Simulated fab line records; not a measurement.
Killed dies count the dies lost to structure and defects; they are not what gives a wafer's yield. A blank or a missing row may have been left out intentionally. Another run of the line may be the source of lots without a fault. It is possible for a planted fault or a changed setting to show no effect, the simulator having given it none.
A struck lot beside a sound one | flow nand-harc | 14 steps out of a route of 1302
Sound: the wafers L998.2, L998.4, L998.6. Wafers L112.3, L112.4, L112.5 were the ones struck. The cause is given at the end.
For every step that has rows: the tool of each side, followed by ch and its chambers, followed by its first start. Under that, the readings that differ: sound wafers | struck wafers | difference of the means | sigmas: that difference in standard deviations of wafers without a fault.
alike: words and numbers the same on both sides, and readings whose means are apart by under 2 such deviations; not compared: readings that were withheld, readings missing a value for some wafer, numbers with overlapping values and no deviation given by the record, and bounds like >300 which may hide the same value.
The two part at a step that has a row with sigmas, a row that says differs or no value, or rows on one side only. When numbers do not overlap yet have no deviation, they are printed without sigmas and do not part them. Lack of a reading on every wafer of one side parts them only where that side has two or more wafers.

first, 3 steps without rows for these wafers: NHARC_A_CHANNEL_HOLE_D1_ETCH_39 (etches the open film in N2/H2, target depth 260 nm, time 325 s); NHARC_A_CHANNEL_HOLE_D1_ETCH_34 (etches the open film in CF4/CHF3, target depth 154 nm, time 77 s); NHARC_A_CHANNEL_HOLE_D1_ETCH_16 (etches the open film in O2/COS, target depth 3100 nm, time 806 s).
NHARC_A_CHANNEL_HOLE_D1_CD_MEAS_18:
  struck on cd-sem-03, day 14 11:07; sound on cd-sem-02, day 8 13:25
  reading    | sound             | struck         | difference | sigmas
  cd-nm (nm) | 103.0 101.5 100.8 | 96.2 96.2 96.9 | -5.3       | -3
NHARC_A_CHANNEL_HOLE_D1_ETCH_19: etches the open film in C4F8/O2/Ar, time 34.5 s.
  sound on har-etch-01 ch 0,1, day 8 13:29; struck on har-etch-01 ch 0,1, day 14 14:35
  alike: bias-v, c4f8-flow-sccm, chamber-pressure-mTorr, drypump-motor-current-A, oes-air-line-au, showerhead-plenum-p-Torr, throttle-valve-pct
  not compared: rf-hours-counter-h
NHARC_A_CHANNEL_HOLE_D1_ETCH_20: etches the open film in C4F8/O2/Ar, time 361.9 s, target depth 1600 nm.
  sound on har-etch-01 ch 0,1, day 8 13:36; struck on har-etch-01 ch 0,1, day 14 14:46
  alike: c4f8-flow-sccm, chamber-pressure-mTorr, drypump-motor-current-A, oes-air-line-au, showerhead-plenum-p-Torr, throttle-valve-pct
  not compared: rf-hours-counter-h
then, 3 steps without rows for these wafers: NHARC_A_CHANNEL_HOLE_D1_ETCH_21 (etches the open film in C4F8/O2/Ar, time 514.3 s, target depth 1600 nm); NHARC_A_CHANNEL_HOLE_D1_ETCH_22 (etches the open film in C4F8/O2/Ar, time 666.7 s, target depth 1600 nm); NHARC_A_CHANNEL_HOLE_D1_ETCH_23 (etches the open film in C4F8/O2/Ar, time 819 s, target depth 1600 nm).
NHARC_A_CHANNEL_HOLE_D1_ETCH_24: etches the open film in C4F8/O2/Ar, time 906.2 s, target depth 1500 nm.
  sound on har-etch-01 ch 0,1, day 8 15:36; struck on har-etch-01 ch 0,1, day 14 16:57
  alike: c4f8-flow-sccm, chamber-pressure-mTorr, drypump-motor-current-A, oes-air-line-au, showerhead-plenum-p-Torr, throttle-valve-pct
  not compared: rf-hours-counter-h
NHARC_A_CHANNEL_HOLE_D1_ETCH_25: etches the open film in C4F8/O2/Ar, time 1040.2 s, target depth 1500 nm.
  sound on har-etch-01 ch 0,1; struck on har-etch-01 ch 0,1, day 14 17:45
  alike: c4f8-flow-sccm, chamber-pressure-mTorr, drypump-motor-current-A, oes-air-line-au, showerhead-plenum-p-Torr, throttle-valve-pct
  not compared: rf-hours-counter-h
NHARC_A_CHANNEL_HOLE_D1_ETCH_26: etches the open film in C4F8/O2/Ar, time 224.1 s, target depth 300 nm.
  sound on har-etch-01 ch 0,1; struck on har-etch-01 ch 0,1, day 14 18:25
  alike: bias-v, c4f8-flow-sccm, chamber-pressure-mTorr, drypump-motor-current-A, oes-air-line-au, showerhead-plenum-p-Torr, throttle-valve-pct
  not compared: rf-hours-counter-h
NHARC_A_CHANNEL_HOLE_D1_ETCH_33: etches the open film in C4F8/O2/Ar, time 90 s, target depth 400 nm.
  sound on har-etch-01 ch 0,1, day 8 17:26; struck on har-etch-01 ch 0,1, day 14 18:37
  no value came back on the struck wafers for any of 7 readings (bias-v (V), c4f8-flow-sccm (sccm) and others); on the sound wafers bias-v (V) reads 403 407 401
  not compared: rf-hours-counter-h
then, 1 step without rows for these wafers: NHARC_A_CHANNEL_HOLE_D1_STRIP_41 (strips in N2/H2).

WHERE THEY PART
At NHARC_A_CHANNEL_HOLE_D1_CD_MEAS_18 first; at NHARC_A_CHANNEL_HOLE_D1_ETCH_33 last (within this record only).

WHY: what had been put in by the simulator
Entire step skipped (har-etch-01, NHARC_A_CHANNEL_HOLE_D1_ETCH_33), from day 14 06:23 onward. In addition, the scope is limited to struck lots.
